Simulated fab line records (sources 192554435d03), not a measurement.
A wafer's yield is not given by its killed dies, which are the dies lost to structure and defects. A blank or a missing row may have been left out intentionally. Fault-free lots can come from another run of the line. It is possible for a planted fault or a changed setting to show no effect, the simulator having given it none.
Struck lot and sound lot, side by side + flow n5Finfet + 38 out of 1938 route steps
Sound: these wafers, L793.1, L793.3, L793.6. Struck: wafers L785.1, L785.4, L785.5. Last of all comes the cause.
Order at every step that has rows: each side's tool, ch and its chambers, its first start. Under that, the readings that differ: sound wafers + struck wafers + difference of the means + sigmas: that difference in standard deviations of wafers without a fault.
alike: same words and numbers on both sides, and readings whose means sit less than 2 such deviations apart. not compared: any withheld reading, any reading some wafer has no value for, any bound like >300 that may hide the same value, and any number with overlapping values for which the record gives no deviation.
Wherever a step has rows on one side only, a row that says differs or no value, or a row with sigmas, the two part there. Non-overlapping numbers with no deviation appear without sigmas and do not part them. A reading that every wafer of one side lacks parts them only if that side has two wafers or more.

first, 9 steps without rows for these wafers: N5_DUMMY_REMOVAL_HM_STRIP_01 (strips SiNx in CH3F/O2, stops on poly-Si, target depth 4 nm, time 6.8 s); N5_DUMMY_REMOVAL_STRIP_10 (strips in N2/H2, time 40 s); N5_DUMMY_REMOVAL_PRECLEAN_07 (cleans in dHF, time 30 s); N5_DUMMY_REMOVAL_DUMMY_REMOVE_02 (chemistry TMAH, target poly-Si, stops on SiO2, target depth 142 nm, time 57 s, rinse time 30 s); N5_DUMMY_REMOVAL_PRECLEAN_08 (cleans in NF3:NH3, afs cycles 2, time 20 s, sublimation time 60 s); N5_DUMMY_REMOVAL_PRECLEAN_04 (cleans in DHF, time 37 s); N5_DUMMY_REMOVAL_SRD_05 (time 30 s); N5_HKMG_FIN_IL_REGROW_00 (material SiO2, chemistry O3, target thk 0.75 nm, time 30 s); N5_HKMG_FIN_HK_ALD_01 (deposits HfO2, target thk 1.6 nm, pulse time 3 s, purge time 3 s).
N5_HKMG_FIN_HK_ANNEAL_02: time 30 s.
  sound on rtpAnneal-01 ch 0, day 9 01:43; struck on rtpAnneal-02 ch 0, day 7 03:38
| reading             | sound             | struck               | difference | sigmas      |
|---------------------|-------------------|----------------------|------------|-------------|
| lampPowerPct (%)    | 8.75 8.69 8.80    | 10.36 10.40 10.28    | +1.60      | +29         |
| lamp_zone_1_pct (%) | 8.790 8.787 8.795 | 10.376 10.364 10.364 | +1.577     | +99 or more |
| lamp_zone_2_pct (%) | 8.801 8.790 8.794 | 10.365 10.396 10.362 | +1.579     | +99 or more |
| lamp_zone_3_pct (%) | 8.810 8.805 8.828 | 10.350 10.378 10.368 | +1.551     | +99 or more |
| lamp_zone_4_pct (%) | 8.789 8.809 8.795 | 10.384 10.358 10.359 | +1.569     | +99 or more |
| lamp_zone_5_pct (%) | 8.798 8.801 8.798 | 10.380 10.363 10.389 | +1.578     | +99 or more |
| lamp_zone_6_pct (%) | 8.738 8.738 8.734 | 10.304 10.277 10.295 | +1.555     | +99 or more |
| lamp_zone_7_pct (%) | 9.186 9.188 9.195 | 10.851 10.856 10.857 | +1.665     | +99 or more |
  alike: wafer_temp_C_max
then, 26 steps without rows for these wafers: N5_HKMG_FIN_ALD_74 (deposits La2O3, target thk 0.5 nm, pulse time 6 s, co reactant pulse time 1 s); N5_HKMG_FIN_ALD_75 (deposits Al2O3, target thk 1 nm, co reactant pulse time 1 s); N5_HKMG_FIN_COAT_41 (time 60 s, resist thk 300 nm); N5_HKMG_FIN_COAT_42 (time 60 s, resist thk 35 nm); N5_HKMG_FIN_COAT_43 (resist thk 90 nm); N5_HKMG_FIN_EBR_45; N5_HKMG_FIN_SOFTBAKE_44 (time 60 s); N5_HKMG_FIN_EXPOSE_46 (exposes mask NDIPOLE); N5_HKMG_FIN_PEB_47 (peb time 60 s); N5_HKMG_FIN_DEVELOP_48 (develop time 30 s); N5_HKMG_FIN_DESCUM_53 (chemistry O2, time 7.9 s); N5_HKMG_FIN_ETCH_54 (etches SiARC in CF4, target depth 45.5 nm, time 75.8 s); N5_HKMG_FIN_ETCH_55 (etches SOC in N2/H2, target depth 240 nm, time 300 s); N5_HKMG_FIN_STRIP_56 (strips in N2/H2); N5_HKMG_FIN_STRIP_57 (strips in CF4); N5_HKMG_FIN_ETCH_58 (etches SOC in N2/H2, target depth 215.8 nm, time 741 s); N5_HKMG_FIN_STRIP_93 (strips SOC in N2/H2, time 20 s); N5_HKMG_FIN_WET_ETCH_76 (etches Al2O3 in dNH4OH, stops on La2O3, target depth 2.25 nm, rinse time 30 s); N5_HKMG_FIN_STRIP_60 (strips in N2/H2, time 360 s); N5_HKMG_FIN_WET_ETCH_77 (etches La2O3 in dHCl, stops on HfO2, target depth 2 nm); N5_HKMG_FIN_WET_ETCH_78 (etches Al2O3 in dNH4OH, stops on La2O3, target depth 4.5 nm, rinse time 30 s); N5_HKMG_FIN_ALD_79 (deposits TiN, target thk 1.5 nm, pulse time 1 s, purge time 3 s); N5_HKMG_FIN_CVD_62 (deposits a-Si from Si2H6, target thk 3 nm, time 20.8 s); N5_HKMG_FIN_RTA_80 (time 2 s); N5_HKMG_FIN_PRECLEAN_64 (cleans in dHF, time 30 s); N5_HKMG_FIN_WET_ETCH_65 (etches a-Si in TMAH, stops on TiN, time 49 s, target depth 3 nm).
-- record jumps: 4 days separate the struck wafers' starts on either side; left off in module HKMG_FIN, taken up again in module BEOL_M4, whose first shown step is the route's number 1111 --
N5_BEOL_M4_RC_MEAS_101:
  sound on prober-02 ch 0, day 12 20:26; struck on prober-02 ch 0, day 11 00:32
| reading             | sound             | struck            | difference | sigmas |
|---------------------|-------------------|-------------------|------------|--------|
| EOT_P               | 10.61 10.54 10.46 | 10.71 10.73 10.71 | +0.18      | +2     |
| RC_DENSE_N (ohm.um) | 18.4 18.8 19.1    | 20.5 20.6 20.7    | +1.8       | +6     |
| RC_N (ohm.um)       | 15.18 15.64 15.44 | 16.61 16.62 16.93 | +1.30      | +5     |
| RS_SD_N (ohm/sq)    | 28.60 28.46 28.14 | 30.14 30.18 29.87 | +1.66      | +6     |
  alike: DIBL_N, DIBL_P, IOFF_N, IOFF_P, ION_N, ION_P, SS_N, SS_P, VT_N, VT_P
-- a jump in the record: the struck wafers' starts before and after are 4 days apart (it breaks off in module BEOL_M4 and resumes in module PASSIVATION, where the first step shown is number 1936 of the route) --
N5_PASSIVATION_PROBE_49:
  struck on prober-01, day 15 10:23; sound on prober-01, day 17 13:28
  alike: defectLimitedYield, killed_at_M0_to_M3, killed_at_M4_up, killedAtContacts, killedAtFrontEnd, killedAtOther, killedDies, killedOpen, killedShort, sort_bin_4_leakage, sort_bin_5_function, sort_bin_6_memory, sortNPass, sortYieldPct

== WHERE THEY PART ==
First at N5_HKMG_FIN_HK_ANNEAL_02; last, within this record, at N5_BEOL_M4_RC_MEAS_101. Later steps at which nothing parts them and some readings are alike: N5_PASSIVATION_PROBE_49.

WHY: the cause the simulator had injected
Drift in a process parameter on rtpAnneal-02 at N5_HKMG_FIN_HK_ANNEAL_02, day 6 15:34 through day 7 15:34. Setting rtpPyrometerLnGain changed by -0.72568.
